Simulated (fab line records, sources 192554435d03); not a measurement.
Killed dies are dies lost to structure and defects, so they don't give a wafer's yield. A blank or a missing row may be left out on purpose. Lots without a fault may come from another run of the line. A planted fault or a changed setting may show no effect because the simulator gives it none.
Chamber matching | flow n5_finfet | N5_FIN_SAQP_ETCH_57 on rie_diel-02: 4 sister chambers
The step etches SiNx in CH3F/O2, target depth 32.5 nm, time 46.4 s. 4 wafers are shown with their chamber, then 10 later ones without.

WAFERS WITH THEIR CHAMBER
wafer  | chamber | drypump_motor_current_A (A)
L083.5 | 3       | 5.6
L086.1 | 0       | 5.3
L091.2 | 1       | 6.2
L091.3 | 2       | 5.3

WAFERS WITHOUT THEIR CHAMBER
wafer  | drypump_motor_current_A (A)
L091.6 | 5.6
L094.2 | 6.2
L094.3 | 5.6
L094.5 | 6.2
L095.1 | 5.6
L095.3 | 6.2
L095.4 | 5.3
L097.1 | 6.3
L097.3 | 5.3
L097.5 | 5.3

WHICH CHAMBER EACH WENT THROUGH
wafer  | from the rows above     | in truth
L091.6 | 3                       | 3
L094.2 | 1                       | 1
L094.3 | 3                       | 3
L094.5 | 1                       | 1
L095.1 | 3                       | 3
L095.3 | 1                       | 1
L095.4 | can't be placed: 0 or 2 | 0
L097.1 | 1                       | 1
L097.3 | can't be placed: 0 or 2 | 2
L097.5 | can't be placed: 0 or 2 | 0
Placed correctly: 7 of 10. Can't be placed from these rows: 3 (the true chamber is among the candidates in 3). Placed wrongly: 0.
How it was worked out, from the rows above alone: a wafer's distance from a chamber is the root of the sum, over the readings, of the square of ((its reading less the chamber's mean) divided by the reading's scatter). The wafer belongs to the nearest chamber; if the next one is less than 2 further off, it can't be placed. A chamber's mean is the mean of its shown wafers. The scatter: with one shown wafer a chamber, the root of the mean of the squares of how far each hidden wafer lies from its nearest shown one.
